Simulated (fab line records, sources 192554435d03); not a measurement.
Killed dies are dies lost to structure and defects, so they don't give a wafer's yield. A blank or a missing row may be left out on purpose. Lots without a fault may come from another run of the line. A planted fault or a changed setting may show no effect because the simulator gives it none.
Chamber matching | flow n5_finfet | N5_BEOL_M11_ILD_DEP_00 on pecvd-03: 3 sister chambers
The step deposits SiCOH lowk from DEMS/porogen, target thk 308.51 nm, time 58 s. 6 wafers are shown with their chamber, then 10 later ones without.

WAFERS WITH THEIR CHAMBER
wafer  | chamber | throttle_valve_pct (%) | heater_power_w (W)
L076.1 | 1       | 13.3                   | 304
L081.2 | 2       | 13.8                   | 420
L081.3 | 0       | 14.7                   | 365
L081.4 | 0       | 14.9                   | 372
L093.1 | 2       | 13.7                   | 424
L093.3 | 1       | 13.5                   | 299

WAFERS WITHOUT THEIR CHAMBER
wafer  | throttle_valve_pct (%) | heater_power_w (W)
L093.4 | 13.5                   | 294
L091.2 | 14.9                   | 323
L091.5 | 13.8                   | 389
L091.6 | 13.8                   | 310
L092.1 | 13.7                   | 298
L092.2 | 14.0                   | 367
L092.4 | 13.6                   | 311
L095.3 | 14.8                   | 346
L095.4 | 13.8                   | 443
L095.6 | 13.6                   | 305

WHICH CHAMBER EACH WENT THROUGH
wafer  | from the rows above     | in truth
L093.4 | 1                       | 1
L091.2 | can't be placed: 0 or 1 | 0
L091.5 | can't be placed: 2 or 0 | 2
L091.6 | 1                       | 1
L092.1 | 1                       | 1
L092.2 | 0                       | 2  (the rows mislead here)
L092.4 | 1                       | 1
L095.3 | 0                       | 0
L095.4 | 2                       | 2
L095.6 | 1                       | 1
Placed correctly: 7 of 10. Can't be placed from these rows: 2 (the true chamber is among the candidates in 2). Placed wrongly: 1.
How it was worked out, from the rows above alone: a wafer's distance from a chamber is the root of the sum, over the readings, of the square of ((its reading less the chamber's mean) divided by the reading's scatter). The wafer belongs to the nearest chamber; if the next one is less than 2 further off, it can't be placed. A chamber's mean is the mean of its shown wafers. The scatter: the root of (the sum of the squares of (reading less its chamber's mean) over the shown wafers, divided by (wafers less chambers)).
